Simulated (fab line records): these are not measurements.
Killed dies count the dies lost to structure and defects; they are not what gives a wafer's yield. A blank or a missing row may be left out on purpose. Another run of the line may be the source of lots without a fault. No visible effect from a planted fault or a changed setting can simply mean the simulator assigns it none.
A single fault, viewed from 2 desks    flow n5-finfet    only its own numbers are on each desk; what lay behind them is given at the end

== AT THE TOOL OWNER'S DESK: ald-metal-02 ==
The tool's own readings at N5_HKMG_FIN_ALD_36 (deposits TiN, target thk 1 nm, pulse time 1 s, purge time 3 s): means of the sampled wafers that have a number, for each lot that ran on this tool. Marked OUT: a lot whose mean sits more than 4 standard deviations from the usual mean, which makes it out of limits; the brackets give that distance.
Columns: A = heater-power-w at N5_HKMG_FIN_ALD_36, usual 879 W; B = precursor-pulse-height-rel at N5_HKMG_FIN_ALD_36, usual 1.000
lot   first seen here  A    B
L922  day 4 02:02      894  1.000
L930  day 6 02:39      908  1.006
L932  day 6 13:36      923  0.992
L934  day 7 02:35      896  1.007
L937  day 7 21:01      908  0.999
Finding of this desk: none of the 5 lots has anything out of limits.

== AT THE METROLOGY DESK ==
Lot by lot, what the gauges showed, no matter which tool ran the lot: averages of those sampled wafers that carry a number. Marked OUT: a lot whose mean sits more than 4 standard deviations from the usual mean, which makes it out of limits; the brackets give that distance. Only the readings that lie furthest out on some lot appear, 7 of the 14 it has.
Columns: A = IOFF_P at N5_BEOL_M4_RC_MEAS_101, usual 0.219 nA/um; B = IOFF_P_LIN at N5_BEOL_M4_RC_MEAS_101, usual 0.104 nA/um; C = IOFF_P_LONG at N5_BEOL_M4_RC_MEAS_101, usual 0.000108 nA/um; D = SS_N at N5_BEOL_M4_RC_MEAS_101, usual 71.5 mV/dec; E = VT_P at N5_BEOL_M4_RC_MEAS_101, usual -249 mV; F = VT_P_LONG at N5_BEOL_M4_RC_MEAS_101, usual -275 mV; G = VT_P_LVT at N5_BEOL_M4_RC_MEAS_101, usual -99.0 mV
lot   first seen here  A      B      C         D     E     F     G
L922  day 8 17:11      0.226  0.104  0.000108  71.4  -249  -274  -97.0
L923  day 9 06:21      0.238  0.110  0.000109  71.7  -248  -274  -96.2
L930  day 11 14:48     0.223  0.109  0.000116  71.4  -247  -274  -98.1
L932  day 12 19:20     0.241  0.118  0.000126  71.2  -244  -269  -94.5
L934  day 13 02:11     0.244  0.119  0.000118  71.2  -244  -268  -96.0
L937  day 13 08:50     0.324  0.150  0.000141  72.5  -239  -264  -89.3
L940  day 14 20:09     0.225  0.106  0.000116  70.8  -249  -272  -95.7
L939  day 14 22:52     0.204  0.097  0.000097  71.4  -252  -279  -101.0
L943  day 15 15:37     0.234  0.107  0.000105  72.1  -249  -274  -98.6
Finding of this desk: none of the 9 lots has anything out of limits.

== ALL TOGETHER ==
The desk of the tool owner found nothing out of limits.
From the metrology desk's view, nothing was out of limits.

== WHAT WAS PUT IN BY THE SIMULATOR ==
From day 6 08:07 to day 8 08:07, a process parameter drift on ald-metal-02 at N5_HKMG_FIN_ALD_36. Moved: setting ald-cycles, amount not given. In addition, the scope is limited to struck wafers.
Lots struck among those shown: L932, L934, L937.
